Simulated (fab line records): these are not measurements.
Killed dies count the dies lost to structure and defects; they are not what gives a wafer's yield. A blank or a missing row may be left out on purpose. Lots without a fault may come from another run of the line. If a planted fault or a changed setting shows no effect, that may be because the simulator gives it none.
fab line records + flow nandHarc
[record]
- lots = 5
- wafers = 14
- lastDay = 33
route steps=1302 shown P_M1@299 END@1302
lots untouched by any fault: they come from a run of this same line in which no faults occurred
startH: hours from the record's first day to the start of the lot's first wafer shown + waitH: how many hours have passed since the lot's step before this one + " repeats the value in the row above + L1.1+2: one row covering several wafers at once + - value missing, or start not given + * or withheld: withheld + < > ~ a bound
route shown NAME@n: NAME is a module with steps in the file, n the number in the route of the first one + usual: average and standard deviation across the fault-free wafers + same: alike in all rows + chamber/n: place in a boat + sites: each site's reading + _std_site: standard deviation across them + _edge_site: the outer-site mean with the inner-site mean subtracted + radiusMm: for every site, how far away it sits from the centre of the wafer + mask NAME#n: copy n + behind: tool/chamber where the wafer was last shaped + hold: cause of the lot's hold/its duration in hours/its outcome + device: transistor that didn't switch, given as n, p or np + end of line: at the end of the route, the tests of the same wafers + where a step has no rows: the recipe by itself + killed: not the wafer's yield, but the dies lost to structure and defects at the first sort + map: dies across one wafer; x = killed, . = not, _ = none there
set.NAME: the run value of the setting; set.NAME@STEP: its run value at that earlier step + model.NAME: the simulator's own value behind a step, which no gauge read
certain route steps with their lots: each step a table, each wafer a row
services: when a tool's chamber went out of use (startH, in hours from the record's first day, below 0 if earlier), for how many hours, and the reason
[[steps]]
[step NHARC_P_M1_ETCH_35]
[recipe]
- targetDepthA = 400
- overetchA = 120
- timeS = 43.94
- ionEnergyEv = 200
- n2FlowSccm = 150
- h2FlowSccm = 150
- arFlowSccm = 0
- rfW = 400
- biasW = 150
- chemistry = N2/H2
[usual]
- drypumpMotorCurrentA = 6.1/0.33
- oesProductAu = 1.003/0.0074
- rfVppV = 431.0/2.4
- showerheadPlenumPTorr = 2.06/0.086
- throttleValvePct = 14.171/0.0076
| lot.wafer | tool       | chamber | startH | waitH | drypumpMotorCurrentA | oesProductAu | rfHoursCounterH | rfVppV | showerheadPlenumPTorr | throttleValvePct |
|-----------|------------|---------|--------|-------|----------------------|--------------|-----------------|--------|-----------------------|------------------|
| L116.2    | rieDiel-12 | 0       | 144.20 | 0.1   | 6.2                  | 1.007        | 4               | 433.7  | 2.15                  | 14.174           |
| L116.1    | "          | 2       | "      | "     | 6.3                  | 1.003        | 5               | 427.0  | 1.91                  | 14.162           |
| L116.3    | "          | 3       | "      | "     | 6.5                  | 1.007        | 4               | 432.2  | 2.06                  | 14.187           |
| L126.2    | rieDiel-13 | 2       | 241.89 | 0.1   | 5.8                  | 1.020        | 4               | 432.2  | 2.05                  | 14.178           |
| L126.5    | "          | 2       | "      | "     | 5.7                  | 1.019        | -               | 430.5  | 2.05                  | 14.167           |
| L130.4    | rieDiel-12 | 2       | 284.96 | 0.1   | 6.3                  | 1.000        | 0               | 426.8  | 1.90                  | 14.174           |
| L130.3    | "          | 3       | "      | "     | 6.5                  | 0.991        | 0               | 429.6  | 2.06                  | 14.166           |
| L130.5    | "          | 1       | "      | "     | 5.7                  | 1.001        | -               | 430.0  | 2.00                  | 14.170           |
| L135.3    | rieDiel-13 | 2       | 339.14 | 0.1   | 5.8                  | 1.010        | 10              | 430.8  | 2.05                  | 14.184           |
| L135.4    | "          | 0       | "      | "     | 6.6                  | 1.011        | 9               | 429.6  | 1.98                  | 14.178           |
| L135.5    | "          | 2       | "      | "     | 5.8                  | 1.008        | -               | 430.6  | 2.05                  | 14.176           |
| L136.1    | rieDiel-07 | 0       | 344.48 | 0.1   | 5.8                  | 1.007        | 15              | 434.2  | 2.14                  | 14.160           |
| L136.3    | "          | 1       | "      | "     | 5.5                  | 1.001        | 12              | 430.0  | 2.01                  | 14.164           |
| L136.4    | "          | 2       | "      | "     | 5.6                  | 1.001        | 11              | 430.0  | 2.03                  | 14.164           |
[step NHARC_P_M1_ETCH_15]
[recipe]
- targetDepthA = 1825
- timeS = 91.2
- c4f8FlowSccm = withheld
- arFlowSccm = 400
- rfW = 600
- biasW = 300
- chemistry = C4F8/Ar
[step NHARC_P_M1_CD_MEAS_16]
[usual]
- cdNm = 129.9/0.65
| lot.wafer | tool     | chamber | startH | waitH | cdNm  |
|-----------|----------|---------|--------|-------|-------|
| L116.1    | cdSem-02 | -       | 144.41 | -     | 128.8 |
| L116.2    | "        | -       | "      | "     | 129.0 |
| L116.3    | "        | -       | "      | "     | 128.8 |
| L126.2    | cdSem-01 | -       | 242.11 | -     | 130.0 |
| L126.5    | "        | -       | "      | "     | 131.0 |
| L130.3    | cdSem-03 | -       | 285.17 | -     | 130.4 |
| L130.4    | "        | -       | "      | "     | 129.6 |
| L130.5    | "        | -       | "      | "     | 129.5 |
| L135.3    | cdSem-03 | -       | 339.36 | -     | 130.3 |
| L135.4    | "        | -       | "      | "     | 130.9 |
| L135.5    | "        | -       | "      | "     | 130.7 |
| L136.1    | cdSem-02 | -       | 344.70 | -     | 129.2 |
| L136.3    | "        | -       | "      | "     | 129.3 |
| L136.4    | "        | -       | "      | "     | 129.6 |
[step NHARC_P_M1_STRIP_18]
[recipe]
- powerW = 1000
- n2FlowSccm = 150
- h2FlowSccm = 150
- arFlowSccm = 0
- biasW = 0
- chemistry = N2/H2
[step NHARC_P_M1_ETCH_28]
[recipe]
- targetDepthA = 300
- overEtchFrac = 0.3
- timeS = 72.99
- ionEnergyEv = 150
- cf4FlowSccm = 50
- n2FlowSccm = 100
- arFlowSccm = 150
- rfW = 300
- biasW = 100
- chemistry = CF4/N2
[step NHARC_P_M1_STRIP_19]
[recipe]
- timeS = 600
- tempC = 30
- chemistry = postEtchResidueRemover
[step NHARC_P_M1_DEGAS_29]
[recipe]
- tempC = 250
- timeS = 60
[usual]
- heaterPowerW = 341/42
| lot.wafer | tool          | chamber | startH | waitH | heaterPowerW |
|-----------|---------------|---------|--------|-------|--------------|
| L116.1    | pvdSputter-02 | -       | 145.14 | -     | 276          |
| L116.3    | "             | -       | "      | "     | 337          |
| L116.2    | "             | -       | "      | "     | 256          |
| L126.2    | pvdSputter-01 | -       | 242.83 | -     | 351          |
| L126.5    | "             | -       | "      | "     | 291          |
| L130.3    | pvdSputter-03 | -       | 285.88 | -     | 363          |
| L130.4    | "             | -       | "      | "     | 329          |
| L130.5    | "             | -       | "      | "     | 357          |
| L135.4    | pvdSputter-01 | -       | 340.12 | -     | 401          |
| L135.3    | "             | -       | "      | "     | 360          |
| L135.5    | "             | -       | "      | "     | 412          |
| L136.4    | pvdSputter-02 | -       | 345.41 | -     | 275          |
| L136.1    | "             | -       | "      | "     | 291          |
| L136.3    | "             | -       | "      | "     | 299          |
[step NHARC_P_M1_PRE_CLEAN_30]
[recipe]
- timeS = 30
- tempC = 280
- gas = H2/He
[usual]
- heaterPowerW = 420/49
| lot.wafer | tool          | chamber | startH | waitH | heaterPowerW |
|-----------|---------------|---------|--------|-------|--------------|
| L116.2    | pvdSputter-02 | -       | -      | -     | 377          |
| L116.1    | "             | -       | "      | "     | 344          |
| L116.3    | "             | -       | "      | "     | 407          |
| L126.2    | pvdSputter-01 | -       | -      | -     | 450          |
| L126.5    | "             | -       | "      | "     | 444          |
| L130.4    | pvdSputter-03 | -       | -      | -     | 444          |
| L130.3    | "             | -       | "      | "     | 405          |
| L130.5    | "             | -       | "      | "     | 454          |
| L135.3    | pvdSputter-01 | -       | -      | -     | 358          |
| L135.4    | "             | -       | "      | "     | 511          |
| L135.5    | "             | -       | "      | "     | 449          |
| L136.1    | pvdSputter-02 | -       | -      | -     | 367          |
| L136.3    | "             | -       | "      | "     | 331          |
| L136.4    | "             | -       | "      | "     | 451          |
[step NHARC_P_M1_PVD_20]
[recipe]
- targetThkA = 50
- biasV = 168.6
- powerW = 15000
- chamberPressurePa = 0.12
- timeS = 8.06
- substrateTempC = 50
- material = TaN
[usual]
- throttleValvePct = 29.6/1.3
| lot.wafer | tool          | chamber | startH | waitH | throttleValvePct |
|-----------|---------------|---------|--------|-------|------------------|
| L116.1    | pvdSputter-02 | -       | -      | -     | 29.1             |
| L116.2    | "             | -       | "      | "     | 30.8             |
| L116.3    | "             | -       | "      | "     | 30.4             |
| L126.2    | pvdSputter-01 | -       | -      | -     | 28.9             |
| L126.5    | "             | -       | "      | "     | 27.2             |
| L130.3    | pvdSputter-03 | -       | -      | -     | 27.5             |
| L130.4    | "             | -       | "      | "     | 30.8             |
| L130.5    | "             | -       | "      | "     | 27.4             |
| L135.4    | pvdSputter-01 | -       | -      | -     | 27.5             |
| L135.3    | "             | -       | "      | "     | 30.7             |
| L135.5    | "             | -       | "      | "     | 30.2             |
| L136.1    | pvdSputter-02 | -       | -      | -     | 30.3             |
| L136.4    | "             | -       | "      | "     | 30.9             |
| L136.3    | "             | -       | "      | "     | 31.0             |
[step NHARC_P_M1_PVD_21]
[recipe]
- targetThkA = 300
- chamberPressurePa = 5
- powerW = 5000
- substrateTempC = 30
- timeS = 20.49
- material = Cu
[usual]
- throttleValvePct = 29.7/1.2
| lot.wafer | tool          | chamber | startH | waitH | throttleValvePct |
|-----------|---------------|---------|--------|-------|------------------|
| L116.1    | pvdSputter-02 | -       | -      | -     | 29.2             |
| L116.2    | "             | -       | "      | "     | 30.4             |
| L116.3    | "             | -       | "      | "     | 29.4             |
| L126.2    | pvdSputter-01 | -       | -      | -     | 27.1             |
| L126.5    | "             | -       | "      | "     | 28.9             |
| L130.3    | pvdSputter-03 | -       | -      | -     | 30.4             |
| L130.4    | "             | -       | "      | "     | 31.2             |
| L130.5    | "             | -       | "      | "     | 27.3             |
| L135.3    | pvdSputter-01 | -       | -      | -     | 29.2             |
| L135.4    | "             | -       | "      | "     | 27.5             |
| L135.5    | "             | -       | "      | "     | 30.4             |
| L136.4    | pvdSputter-02 | -       | -      | -     | 30.0             |
| L136.1    | "             | -       | "      | "     | 30.9             |
| L136.3    | "             | -       | "      | "     | 29.2             |
[step NHARC_P_M1_ECD_22]
[recipe]
- targetThkA = 4000
- bathTempC = 25
- material = Cu
[step NHARC_P_M1_ANNEAL_31]
[recipe]
- tempC = 225
- timeS = 90
[step NHARC_P_M1_CMP_23]
[recipe]
- tOverpolishS = 20
- targetThkNm = 157.82
[usual]
- motorCurrentA = 12.2/0.9
- timeToEndpointS = 29.2/2.1
| lot.wafer | tool   | chamber | startH | waitH | motorCurrentA | timeToEndpointS |
|-----------|--------|---------|--------|-------|---------------|-----------------|
| L116.2    | cmp-01 | 0       | 146.22 | -     | 11.7          | 30.1            |
| L116.1    | "      | 2       | "      | "     | 13.5          | 28.0            |
| L116.3    | "      | 3       | "      | "     | 11.2          | 31.1            |
| L126.2    | cmp-04 | 1       | 243.92 | -     | 11.6          | 29.2            |
| L126.5    | "      | 2       | "      | "     | 10.7          | 37.8            |
| L130.4    | cmp-03 | 0       | 286.96 | -     | 13.6          | 31.2            |
| L130.3    | "      | 1       | "      | "     | 13.1          | 32.1            |
| L130.5    | "      | 0       | "      | "     | 12.5          | 28.5            |
| L135.3    | cmp-04 | 1       | 341.22 | -     | 11.6          | 28.9            |
| L135.4    | "      | 3       | "      | "     | 12.8          | 31.7            |
| L135.5    | "      | 1       | "      | "     | 11.7          | 28.9            |
| L136.3    | cmp-04 | 3       | 346.50 | -     | 13.6          | 28.3            |
| L136.1    | "      | 0       | "      | "     | 11.5          | 30.7            |
| L136.4    | "      | 1       | "      | "     | 11.9          | 30.7            |
[step NHARC_P_M1_THK_MEAS_24]
[recipe]
- thkMeasGauge = xrf
[usual]
- thkNm = 157.8/1.4
| lot.wafer | tool         | chamber | startH | waitH | thkNm |
|-----------|--------------|---------|--------|-------|-------|
| L116.1    | filmMetro-02 | -       | 146.53 | -     | 157.8 |
| L116.2    | "            | -       | "      | "     | 158.5 |
| L116.3    | "            | -       | "      | "     | 159.8 |
| L126.2    | filmMetro-02 | -       | 244.23 | -     | 157.4 |
| L126.5    | "            | -       | "      | "     | 163.1 |
| L130.3    | filmMetro-01 | -       | 287.28 | -     | 157.5 |
| L130.4    | "            | -       | "      | "     | 157.9 |
| L130.5    | "            | -       | "      | "     | 159.1 |
| L135.3    | filmMetro-01 | -       | 341.50 | -     | 158.1 |
| L135.4    | "            | -       | "      | "     | 157.5 |
| L135.5    | "            | -       | "      | "     | 158.2 |
| L136.1    | filmMetro-02 | -       | 346.82 | -     | 156.2 |
| L136.3    | "            | -       | "      | "     | 157.0 |
| L136.4    | "            | -       | "      | "     | 158.5 |
[step NHARC_P_M1_SRD_25]
[step NHARC_P_M1_INSPECT_27]
[usual]
- rawDefectCount = 317/130
| lot.wafer | tool             | chamber | startH | waitH | rawDefectCount |
|-----------|------------------|---------|--------|-------|----------------|
| L116.1    | defectInspect-02 | -       | 146.68 | 0.0   | 480            |
| L116.2    | "                | -       | "      | "     | 505            |
| L116.3    | "                | -       | "      | "     | 377            |
| L126.2    | defectInspect-01 | -       | 244.39 | 0.0   | 134            |
| L126.5    | "                | -       | "      | "     | 2338           |
| L130.3    | defectInspect-01 | -       | 287.43 | 0.0   | 428            |
| L130.4    | "                | -       | "      | "     | 279            |
| L130.5    | "                | -       | "      | "     | 401            |
| L135.3    | defectInspect-01 | -       | 341.66 | 0.0   | 220            |
| L135.4    | "                | -       | "      | "     | 130            |
| L135.5    | "                | -       | "      | "     | 310            |
| L136.1    | defectInspect-01 | -       | 346.97 | 0.0   | 158            |
| L136.3    | "                | -       | "      | "     | 287            |
| L136.4    | "                | -       | "      | "     | 281            |
[step NHARC_P_M1_PRE_CLEAN_32]
[recipe]
- timeS = 12
- tempC = 370
- rfPowerW = 300
- gas = NH3
[step NHARC_END_SORT_01]
[recipe]
- tempC = 25
[usual]
- defectLimitedYield = 90.3/3
- killedAtArray = 60/21
- killedAtOther = 1.0/1.2
- killedAtPeriphery = 4.2/2.8
- killedDies = 65/20
- killedOpen = 3.1/1.8
- killedShort = 2.6/1.6
[same]
- grossDies = 677
| lot.wafer | tool      | chamber | startH | waitH | defectLimitedYield[%] | killedAtArray | killedAtOther | killedAtPeriphery | killedDies | killedOpen | killedShort |
|-----------|-----------|---------|--------|-------|-----------------------|---------------|---------------|-------------------|------------|------------|-------------|
| L116.1    | prober-02 | 0       | 570.31 | 2.5   | 91.6                  | 49            | 0             | 8                 | 57         | 5          | 2           |
| L116.2    | prober-02 | 0       | 571.11 | 2.8   | 90.4                  | 57            | 2             | 6                 | 65         | 6          | 0           |
| L116.3    | prober-02 | 0       | 571.92 | 3.1   | 91.4                  | 46            | 3             | 9                 | 58         | 3          | 4           |
| L126.2    | prober-01 | 0       | 664.93 | 2.8   | 90.7                  | 60            | 0             | 3                 | 63         | 3          | 1           |
| L126.5    | prober-01 | 0       | 667.29 | 3.7   | 0                     | 61            | 0             | 616               | 677        | 0          | 0           |
| L136.1    | prober-02 | 0       | 772.71 | 2.5   | 88.0                  | 78            | 2             | 1                 | 81         | 2          | 7           |
| L136.3    | prober-02 | 0       | 774.32 | 3.1   | 88.6                  | 72            | 1             | 4                 | 77         | 1          | 3           |
| L136.4    | prober-02 | 0       | 775.12 | 3.4   | 91.6                  | 48            | 3             | 6                 | 57         | 5          | 1           |
// killed by level:class
L116.1 A_CHANNEL_HOLE_D2:chamberFilmFlake=36 P_GATE:chamberFilmFlake=6 A_CONTACT:chamberFilmFlake=6 A_M0:geometricParticle:open=2 P_M0:geometricParticle:open=1 A_CHANNEL_FILL_D1:geometricParticle:short=1 A_DECK1_JOINT:geometricParticle:short=1 A_ONON_D2:geometricParticle:open=1
L116.2 A_CHANNEL_HOLE_D2:chamberFilmFlake=39 P_GATE:chamberFilmFlake=5 A_STAIRCASE:chamberFilmFlake=5 A_CONTACT:chamberFilmFlake=3 A_BLC:chamberFilmFlake=3 THIN_TSV:chamberFilmFlake=2 P_GATE:geometricParticle:open=1 A_ONON_D1:geometricParticle:open=1
L116.3 A_CHANNEL_HOLE_D2:chamberFilmFlake=28 P_GATE:chamberFilmFlake=8 A_CONTACT:chamberFilmFlake=5 THIN_TSV:chamberFilmFlake=3 A_CHANNEL_HOLE_D1:chamberFilmFlake=2 A_CHANNEL_FILL_D1:chamberFilmFlake=2 A_STAIRCASE:chamberFilmFlake=2 P_M2:geometricParticle:open=1
L126.2 A_CHANNEL_HOLE_D1:chamberFilmFlake=37 A_CHANNEL_HOLE_D2:chamberFilmFlake=9 A_ZERO_WELL:chamberFilmFlake=4 A_STAIRCASE:chamberFilmFlake=4 A_CONTACT:chamberFilmFlake=2 A_DECK1_JOINT:chamberFilmFlake=2 P_GATE:geometricParticle:open=1 P_M0:geometricParticle:short=1
L126.5 P_M1:areaCmp=615 A_CHANNEL_HOLE_D1:chamberFilmFlake=35 A_CHANNEL_HOLE_D2:chamberFilmFlake=13 A_ZERO_WELL:chamberFilmFlake=2 A_CHANNEL_FILL_D1:chamberFilmFlake=2 A_DECK1_JOINT:chamberFilmFlake=2 A_STAIRCASE:chamberFilmFlake=2 A_CONTACT:chamberFilmFlake=2
L136.1 A_SLIT:chamberFilmFlake=28 A_CHANNEL_HOLE_D2:chamberFilmFlake=23 A_CHANNEL_HOLE_D1:chamberFilmFlake=12 A_CONTACT:chamberFilmFlake=5 A_WL_FILL:geometricParticle:short=2 THIN_TSV:chamberFilmFlake=2 P_STI:geometricParticle:short=1 A_SOURCE_PLATE:geometricParticle:open=1
L136.3 A_SLIT:chamberFilmFlake=31 A_CHANNEL_HOLE_D2:chamberFilmFlake=15 A_CHANNEL_HOLE_D1:chamberFilmFlake=14 A_CONTACT:chamberFilmFlake=6 P_GATE:chamberFilmFlake=4 A_ONON_D2:geometricParticle:short=2 A_STAIRCASE:chamberFilmFlake=2 A_CHANNEL_HOLE_D2:geometricParticle:short=1
L136.4 A_SLIT:chamberFilmFlake=16 A_CHANNEL_HOLE_D1:chamberFilmFlake=14 A_CHANNEL_HOLE_D2:chamberFilmFlake=10 THIN_TSV:chamberFilmFlake=3 A_CONTACT:chamberFilmFlake=3 P_M0:geometricParticle:open=2 A_WL_FILL:chamberFilmFlake=2 P_GATE:geometricParticle:open=1
// map L126.5 (x killed, . not)
____________x____________
_________xxxxxxx_________
_______xxxxxxxxxxx_______
______xxxxxxxxxxxxx______
_____xxxxxxxxxxxxxxx_____
____xxxxxxxxxxxxxxxxx____
____xxxxxxxxxxxxxxxxx____
___xxxxxxxxxxxxxxxxxxx___
___xxxxxxxxxxxxxxxxxxx___
__xxxxxxxxxxxxxxxxxxxxx__
__xxxxxxxxxxxxxxxxxxxxx__
_xxxxxxxxxxxxxxxxxxxxxxx_
_xxxxxxxxxxxxxxxxxxxxxxx_
_xxxxxxxxxxxxxxxxxxxxxxx_
_xxxxxxxxxxxxxxxxxxxxxxx_
_xxxxxxxxxxxxxxxxxxxxxxx_
xxxxxxxxxxxxxxxxxxxxxxxxx
xxxxxxxxxxxxxxxxxxxxxxxxx
xxxxxxxxxxxxxxxxxxxxxxxxx
xxxxxxxxxxxxxxxxxxxxxxxxx
xxxxxxxxxxxxxxxxxxxxxxxxx
_xxxxxxxxxxxxxxxxxxxxxxx_
_xxxxxxxxxxxxxxxxxxxxxxx_
_xxxxxxxxxxxxxxxxxxxxxxx_
_xxxxxxxxxxxxxxxxxxxxxxx_
_xxxxxxxxxxxxxxxxxxxxxxx_
__xxxxxxxxxxxxxxxxxxxxx__
__xxxxxxxxxxxxxxxxxxxxx__
___xxxxxxxxxxxxxxxxxxx___
___xxxxxxxxxxxxxxxxxxx___
____xxxxxxxxxxxxxxxxx____
____xxxxxxxxxxxxxxxxx____
_____xxxxxxxxxxxxxxx_____
______xxxxxxxxxxxxx______
_______xxxxxxxxxxx_______
_________xxxxxxx_________
____________x____________
// map L135.4 (x killed, . not)
____________.____________
_________......._________
_______..........._______
______.............______
_____..............._____
____.................____
____.................____
___...................___
___.........x.........___
__............xx.......__
__...............x.....__
_...............xx......_
_..x...........x.xx....._
_..............x.x......_
_...............x......._
_...............x......._
..........x..............
.............x...x.......
.........................
....................x....
......................xx.
_..........x....x......._
_...................x..._
_......................._
_.................x....._
_......................._
__...........x.......x.__
__....x........x.....x.__
___...................___
___.............x.....___
____.................____
____....x............____
_____..............._____
______x.....x......______
_______..........._______
_________...x..._________
____________.____________
[[services]]
| tool          | chamber | startH | hours | kind   |
|---------------|---------|--------|-------|--------|
| pvdSputter-03 | -       | 130.45 | 5.2   | repair |
| pvdSputter-02 | -       | 155.54 | 1.2   | repair |
| rieDiel-13    | -       | 165.00 | 9.0   | pm     |
| cmp-04        | -       | 166.10 | 0.3   | repair |
| pvdSputter-03 | -       | 170.00 | 10.0  | pm     |
| rieDiel-12    | 1       | 173.94 | 7.1   | repair |
| pvdSputter-01 | -       | 181.12 | 5.5   | repair |
| cmp-04        | -       | 206.57 | 0.9   | repair |
| cmp-04        | -       | 209.08 | 4.0   | pm     |
| pvdSputter-01 | -       | 210.73 | 6.8   | repair |
| pvdSputter-01 | -       | 226.03 | 10.0  | pm     |
| rieDiel-12    | 2       | 255.51 | 5.7   | repair |
| rieDiel-13    | 0       | 256.77 | 7.8   | repair |
| rieDiel-12    | -       | 268.43 | 9.0   | pm     |
| pvdSputter-02 | -       | 276.73 | 14.3  | repair |
| cmp-04        | -       | 296.77 | 1.7   | repair |
| rieDiel-12    | 1       | 300.33 | 3.0   | repair |
| cmp-04        | -       | 307.08 | 4.0   | pm     |
| rieDiel-13    | 1       | 316.87 | 15.2  | repair |
| cmp-04        | -       | 326.02 | 3.5   | repair |
| pvdSputter-02 | -       | 326.31 | 6.0   | repair |
| pvdSputter-03 | -       | 330.39 | 1.0   | repair |
| rieDiel-12    | 3       | 334.15 | 5.4   | repair |
| pvdSputter-01 | -       | 336.91 | 1.9   | repair |
[[key]]
[firstSign]
- step = NHARC_P_M1_CMP_23
- reading = timeToEndpointS
- direction = up
- sigmas = 4.1
- usual = *
- struck = *
[effect]
- step = NHARC_P_M1_THK_MEAS_24
- reading = thkNm
- direction = up
- sigmas = 3.7
- usual = 157.8
- struck = 163.1
[effect]
- step = NHARC_P_M1_INSPECT_27
- reading = rawDefectCount
- direction = up
- sigmas = 16
- usual = 317
- struck = 2338
[effect]
- step = NHARC_END_SORT_01
- reading = killedAtPeriphery
- direction = up
- sigmas = 99+
- usual = 4.2
- struck = 616
[moreKillsBornAt]
- NHARC_P_M1_CMP_23@cmp-04 = 615
metAt NHARC_P_M1_CMP_23
struckWafers L126.5
laterRowsLeftOut L126.5
[fault]
- kind = processParameterDrift
- tool = cmp-04
- chamber = -
- onsetH = 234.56
- steps = NHARC_P_M1_CMP_23
- channel = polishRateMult
- offset = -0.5
- shape = step
- endH = 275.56
- scope = struckWafersOnly
// laterRowsLeftOut: the simulator's readings of these wafers behind a module that went badly wrong aren't trusted and aren't shown, but for the sort
